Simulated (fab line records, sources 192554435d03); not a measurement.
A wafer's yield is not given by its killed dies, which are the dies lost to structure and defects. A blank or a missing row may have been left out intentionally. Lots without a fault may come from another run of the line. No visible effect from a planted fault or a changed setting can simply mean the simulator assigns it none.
fab line records | flow n5Finfet
record: lots: 3 wafers: 9 lastDay: 16
route steps=1938 shown MOL_CONTACT_COAG@520 BEOL_M4@1111
lots that met no fault: from a run of the same line without faults
startH: the number of hours between the record's first day and the start of the first shown wafer of the lot | waitH: time in hours since the lot's previous step | " the same as in the row above | L1.1+2: several wafers, shown together as one row | - no value, or no start given | * or withheld: withheld | < > ~ a bound
route shown NAME@n: names a module that has steps shown in the file, with the first one's number in the route | usual: mean/standard deviation of fault-free wafers | same: alike in all rows | chamber/n: place in a boat | sites: readings site by site | _std_site: standard deviation of those values | _edge_site: inner sites' mean taken away from outer sites' mean | radiusMm: how far each site lies from the wafer's centre | mask NAME#n: copy n | behind: the most recent tool/chamber to have shaped the wafer | hold: why the lot went on hold/how many hours it stayed there/how the hold came to an end | device: the transistor (n, p or np) that didn't switch | end of line: tests run on the same wafers once the route is complete | a step with no rows: only its recipe | killed: count of dies lost to structure and defects at first sort (not the wafer's yield) | map: a wafer's dies, x killed, . not, _ none there
set.NAME: the setting as run; set.NAME@STEP: as run at that earlier step | model.NAME: the simulator's own value behind a step, which no gauge read
lots seen at some steps along the route; tables by step, rows by wafer
services: the hour from which a tool's chamber was out of use, counted from the record's first day as startH (under 0 if before that day), plus the number of hours and why
== steps ==
step: N5_MOL_CONTACT_COAG_COAT_02
recipe: resist: CAR-EUV spinRpm: 1500 resistThkNm: 30
step: N5_MOL_CONTACT_COAG_EBR_04
recipe: solvent: PGMEA ebrWidthMm: 1.5
step: N5_MOL_CONTACT_COAG_SOFTBAKE_03
recipe: tempC: 110 timeS: 60 resist: CAR-EUV
step: N5_MOL_CONTACT_COAG_EXPOSE_05
recipe: maskId: CA na: 0.33 sourceShape: annular sigmaInner: 0.4 sigmaOuter: 0.8 polarization: unpolarized defocusNm: 0 doseMj: 38.25
step: N5_MOL_CONTACT_COAG_PEB_06
recipe: pebTempC: 100 pebTimeS: 60 resist: CAR-EUV
step: N5_MOL_CONTACT_COAG_DEVELOP_07
recipe: developTimeS: 30 developer: TMAH resist: CAR-EUV rinseLiquid: surfactantRinse dry: airSpin devTempC: 23
step: N5_MOL_CONTACT_COAG_DESCUM_13
recipe: chemistry: O2 timeS: 7 sourcePowerW: 50 biasPowerW: 20 pressureMtorr: 20 rfFrequencyHz: 2.712e+07 tempC: 40 resist: CAR-EUV o2FlowSccm: 225
step: N5_MOL_CONTACT_COAG_ETCH_59
recipe: chemistry: N2/H2 target: underlayer targetDepthA: 130 maskMaterial: CAR-EUV timeS: 10.4 ionEnergyEv: 200 pressureMtorr: 30 sourceW: 840 biasW: 150 n2FlowSccm: 200 h2FlowSccm: 200 ends: cleared
step: N5_MOL_CONTACT_COAG_ETCH_105
recipe: chemistry: CF4 target: SiARC targetDepthA: 156 maskMaterial: CAR-EUV timeS: 26 ionEnergyEv: 80 pressureMtorr: 40 sourceW: 545 biasW: 36 Ar_flow_sccm: 100 cf4FlowSccm: 100 ends: cleared
step: N5_MOL_CONTACT_COAG_ETCH_106
recipe: chemistry: N2/H2 target: SOC targetDepthA: 800 overetchA: 160 maskMaterial: SiARC tempC: 40 timeS: 120 ionEnergyEv: 200 pressureMtorr: 30 sourceW: 840 biasW: 150 n2FlowSccm: 200 h2FlowSccm: 200
usual: drypumpMotorCurrentA: 5.8/0.53 oesProductAu: 0.71/0.07 rfVppV: 525.3/2.5 showerheadPlenumPTorr: 2.59/0.085 throttleValvePct: 17.79/0.21
columns lot.wafer tool chamber startH waitH drypumpMotorCurrentA oesProductAu rfHoursCounterH rfVppV showerheadPlenumPTorr throttleValvePct model.SiARC_of_MOL_CONTACT_COAG_COAT_104.thkNm model.MOL_CONTACT_COAG.cdOffsetNm
L138.3 rieDiel-03 0 119.19 0.0 6.4 0.63 244 524.7 2.61 17.88 6.4 0
L138.5 " 3 " " 6.1 0.70 - 524.0 2.55 17.80 6.4 -0.2
L138.6 " 0 " " 6.4 0.63 - 525.6 2.61 17.87 6.4 -0.4
L141.2 rieDiel-05 0 136.39 0.0 5.7 0.68 114 527.6 2.68 18.02 6.2 0
L141.5 " 1 " " 4.9 0.81 - 522.6 2.48 17.44 6.4 -0.4
L141.6 " 2 " " 5.9 0.64 - 526.6 2.62 17.61 6.4 -0.2
L148.1 rieDiel-05 0 178.93 0.0 5.7 0.67 130 527.7 2.67 18.07 6.2 -0.2
L148.5 " 3 " " 6.4 0.65 - 526.0 2.62 17.92 6.2 -0.2
L148.6 " 2 " " 5.9 0.63 - 527.0 2.62 17.62 3 1.4
step: N5_MOL_CONTACT_COAG_STRIP_107
recipe: chemistry: N2/H2 tempC: 40 n2FlowSccm: 200 h2FlowSccm: 200 rfFrequencyHz: 6e+07
step: N5_MOL_CONTACT_COAG_STRIP_108
recipe: chemistry: N2/H2 tempC: 40 n2FlowSccm: 200 h2FlowSccm: 200 rfFrequencyHz: 6e+07
step: N5_MOL_CONTACT_COAG_CONTACT_ETCH_14
recipe: chemistry: C4F6/O2 target: SiO2 targetDepthA: 275 overetchA: 85 maskMaterial: SOC pressureMtorr: 30 sourceW: 370 biasW: 185 Ar_flow_sccm: 300 C4F6_flow_sccm: 16 O2_flow_sccm: 10 timeS: 20 ionEnergyEv: 259.6
step: N5_MOL_CONTACT_COAG_STRIP_109
recipe: chemistry: C4F6/O2 resist: SiARC rfFrequencyHz: 6e+07
step: N5_MOL_CONTACT_COAG_ETCH_15
recipe: chemistry: CH3F/O2 target: SiNx targetDepthA: 70 maskMaterial: SOC stopOn: Si:P overEtchFrac: 0.75 ionEnergyEv: 120 pressureMtorr: 30 sourceW: 395 biasW: 73 Ar_flow_sccm: 150 CH3F_flow_sccm: 30 O2_flow_sccm: 20
step: N5_MOL_CONTACT_COAG_ETCH_110
recipe: chemistry: CF4/O2 target: Si targetDepthA: 25 timeS: 8 pressureMtorr: 100 sourceW: 200 biasW: 12 ionEnergyEv: 60 Ar_flow_sccm: 100 cf4FlowSccm: 100 O2_flow_sccm: 10
usual: drypumpMotorCurrentA: 5.8/0.53 oes_o_777_au: 0.79/0.078 oesProductAu: 0.79/0.078 rfVppV: 128.2/1.8 showerheadPlenumPTorr: 2.27/0.07 throttleValvePct: 10.73/0.21
columns lot.wafer tool chamber startH waitH drypumpMotorCurrentA oes_o_777_au oesProductAu rfHoursCounterH rfVppV showerheadPlenumPTorr throttleValvePct model.MOL_CONTACT_COAG.cdOffsetNm
L138.3 rieDiel-03 0 119.38 0.0 6.4 0.69 0.69 244 129.8 2.28 10.98 0
L138.5 " 3 " " 6.1 0.80 0.78 - 125.3 2.23 10.74 -0.2
L138.6 " 0 " " 6.4 0.70 0.70 - 129.0 2.28 11.00 -0.2
L141.2 rieDiel-05 0 136.59 0.0 5.7 0.76 0.75 114 128.8 2.33 10.80 0
L141.5 " 1 " " 4.9 0.91 0.90 - 126.2 2.18 10.39 -0.4
L141.6 " 2 " " 5.9 0.72 0.71 - 129.7 2.29 10.74 -0.2
L148.1 rieDiel-05 0 179.13 0.0 5.7 0.76 0.75 130 128.8 2.32 10.88 -0.2
L148.5 " 3 " " 6.4 0.72 0.73 - 127.6 2.30 11.01 -0.4
L148.6 " 2 " " 5.9 0.71 0.70 - 126.7 2.29 10.79 1.2
step: N5_MOL_CONTACT_COAG_STRIP_98
recipe: chemistry: N2/H2 powerW: 500 tempC: 40 pressureMtorr: 50 rfFrequencyHz: 6e+07 overashFraction: 0.3 biasPowerW: 8 h2Frac: 0.5 n2FlowSccm: 300 h2FlowSccm: 300
step: N5_MOL_CONTACT_COAG_IMPLANT_129
recipe: species: Ge energyKev: 3 doseCm2: 6e+14 tiltDeg: 0 rotationDeg: 0
step: N5_MOL_CONTACT_COAG_PRECLEAN_111
recipe: chemistry: NF3:NH3 afsCycles: 1 tempC: 30 timeS: 20 sublimationTempC: 180 sublimationTimeS: 60 pressureTorr: 3 rfPowerW: 30
step: N5_MOL_CONTACT_COAG_TI_SIL_19
recipe: material: Ti targetThkA: 42 tempC: 200 chamberPressurePa: 5 powerW: 5000 timeS: 15
step: N5_MOL_CONTACT_COAG_ALD_20
recipe: material: TiN targetThkA: 15 tempC: 400 aldPrecursorFamily: TiCl4 aldCoReactant: NH3 pulseTimeS: 1 purgeTimeS: 3 coReactantPurgeTimeS: 2 coReactantPulseTimeS: 2 aldCycles: 68 pressureTorr: 3
step: N5_MOL_CONTACT_COAG_SIL_ANNEAL_21
recipe: tempC: 550 timeS: 60 ambient: N2
step: N5_MOL_CONTACT_COAG_PRE_CLEAN_141
recipe: gas: H2/He timeS: 60 tempC: 300
step: N5_MOL_CONTACT_COAG_SPUTTER_143
recipe: material: Co targetThkA: 25 tempC: 25 chamberPressurePa: 0.2
step: N5_MOL_CONTACT_COAG_CO_FILL_22
recipe: material: Co targetThkA: 200 tempC: 200 precursor: CCTBA/H2 pressureTorr: 30
step: N5_MOL_CONTACT_COAG_ANNEAL_113
recipe: tempC: 400 timeS: 300 ambient: H2/N2
step: N5_MOL_CONTACT_COAG_PRE_CLEAN_142
recipe: gas: H2/He timeS: 60 tempC: 300
step: N5_MOL_CONTACT_COAG_SPUTTER_130
recipe: material: Co targetThkA: 475 tempC: 25 chamberPressurePa: 0.5 powerW: 3000
step: N5_MOL_CONTACT_COAG_PRECLEAN_125
recipe: chemistry: DIW timeS: 57.5 tempC: 23
step: N5_MOL_CONTACT_COAG_SRD_126
recipe: dryTimeS: 32 dry: n2Spin spinRpm: 1500
step: N5_MOL_CONTACT_COAG_CMP_23
recipe: stopOn: SiO2 tOverpolishS: 1.5 postCmpClean: cuAlkaline downForcePsi: 2 platenRpm: 50.289 padVelocityMS: 1.0006 targetThkNm: 0
step: N5_MOL_CONTACT_COAG_WET_ETCH_26
recipe: target: Co targetDepthNm: 13
step: N5_MOL_CONTACT_COAG_WET_ETCH_116
recipe: chemistry: SC1-inhibited targetDepthNm: 4.6 dry: ipaMarangoni rinseTimeS: 30 rinseTempC: 23
step: N5_MOL_CONTACT_COAG_ALD_27
recipe: material: SiOC targetThkA: 170 tempC: 400 aldPrecursorFamily: carbosiloxane aldCoReactant: H2-plasma pulseTimeS: 1.5 timeS: 2720 purgeTimeS: 2 coReactantPurgeTimeS: 2 aldCycles: 340 pressureTorr: 2
step: N5_MOL_CONTACT_COAG_CMP_28
recipe: stopOn: SiNx tOverpolishS: 0.85 postCmpClean: alkalineBrush downForcePsi: 4.15 platenRpm: 51.8 padVelocityMS: 1.0307 targetThkNm: 14.522
step: N5_BEOL_M4_RC_MEAS_101
usual: DIBL_N: 36.4/1.4 DIBL_P: 36.4/1.5 IOFF_N: 0.156/0.022 IOFF_P: 0.210/0.023 ION_N: 675/9.1 ION_P: 463/5.7 RC_DENSE_N: 18.9/0.39 RC_DENSE_P: 23.6/0.48 RC_N: 15.43/0.29 RC_P: 19.3/0.36 SS_N: 71.6/0.45 SS_P: 73.3/0.56 VT_N: 250/3.1 VT_P: -250.3/2.3
columns lot.wafer tool chamber startH waitH DIBL_N[mV/V] DIBL_P[mV/V] IOFF_N[nA/um] IOFF_P[nA/um] ION_N[uA/um] ION_P[uA/um] RC_DENSE_N[ohm.um] RC_DENSE_P[ohm.um] RC_N[ohm.um] RC_P[ohm.um] SS_N[mV/dec] SS_P[mV/dec] VT_N[mV] VT_P[mV]
L138.3 prober-01 0 224.19 0.3 36.2 36.9 0.182 0.227 678 463 19.2 23.7 15.43 19.2 71.5 73.5 246 -249.8
L138.5 " 0 " " 33.7 35.0 0.139 0.194 672 464 19.3 24.0 15.65 19.5 70.9 71.9 249 -250.3
L138.6 " 0 " " 36.1 38.1 0.190 0.258 694 476 19.4 24.2 15.84 19.8 71.9 73.3 243 -247.5
L141.2 prober-01 0 242.12 0.2 38.4 41.1 0.218 0.288 696 471 18.8 23.6 15.20 19.2 71.7 74.5 243 -245.6
L141.5 " 0 " " 35.5 37.5 0.162 0.217 676 464 19.5 24.5 15.95 19.8 71.1 72.9 249 -247.3
L141.6 " 0 " " 36.9 38.5 0.187 0.229 685 464 19.4 24.1 15.58 19.6 71.4 73.7 245 -249.3
L148.1 prober-01 0 280.13 0.0 36.7 35.5 0.161 0.218 686 464 19.5 24.4 15.90 19.9 71.5 72.3 249 -247.8
L148.5 " 0 " " 37.9 36.2 0.184 0.224 684 465 19.7 24.7 15.97 20.3 71.9 72.6 247 -251.5
L148.6 " 0 " " 37.6 36.7 0.178 0.236 698 470 17.4 21.8 14.26 17.8 71.3 73.4 246 -247.0
== services ==
columns tool chamber startH hours kind
rieDiel-03 - 99.11 2.8 pm
rieDiel-03 0 136.43 - clean
rieDiel-03 0 136.43 - consumableReplace:focusRing
rieDiel-03 0 136.43 34.1 scheduledDown
rieDiel-03 0 136.43 34.1 ventCycle
== key ==
firstSign: step: N5_BEOL_M4_RC_MEAS_101 reading: RC_P direction: down sigmas: 4 usual: 19.3 struck: 17.8
effect: step: N5_BEOL_M4_RC_MEAS_101 reading: RC_N direction: down sigmas: 4 usual: 15.43 struck: 14.26
effect: step: N5_BEOL_M4_RC_MEAS_101 reading: RC_DENSE_N direction: down sigmas: 3.9 usual: 18.9 struck: 17.4
effect: step: N5_BEOL_M4_RC_MEAS_101 reading: RC_DENSE_P direction: down sigmas: 3.8 usual: 23.6 struck: 21.8
modelEffect: step: N5_MOL_CONTACT_COAG_ETCH_106 value: SiARC_of_MOL_CONTACT_COAG_COAT_104.thkNm without: 6.4 struck: 3
modelEffect: step: N5_MOL_CONTACT_COAG_ETCH_110 value: MOL_CONTACT_COAG.cdOffsetNm without: -0.2 struck: 1.2
metAt N5_MOL_CONTACT_COAG_ETCH_106
struckWafers L148.6
onsetBetween 136.39 178.93
fault: kind: processParameterDrift tool: rieDiel-05 chamber: - onsetH: 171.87 steps: N5_MOL_CONTACT_COAG_ETCH_106 channel: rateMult offset: 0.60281 shape: step endH: 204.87 scope: struckWafersOnly
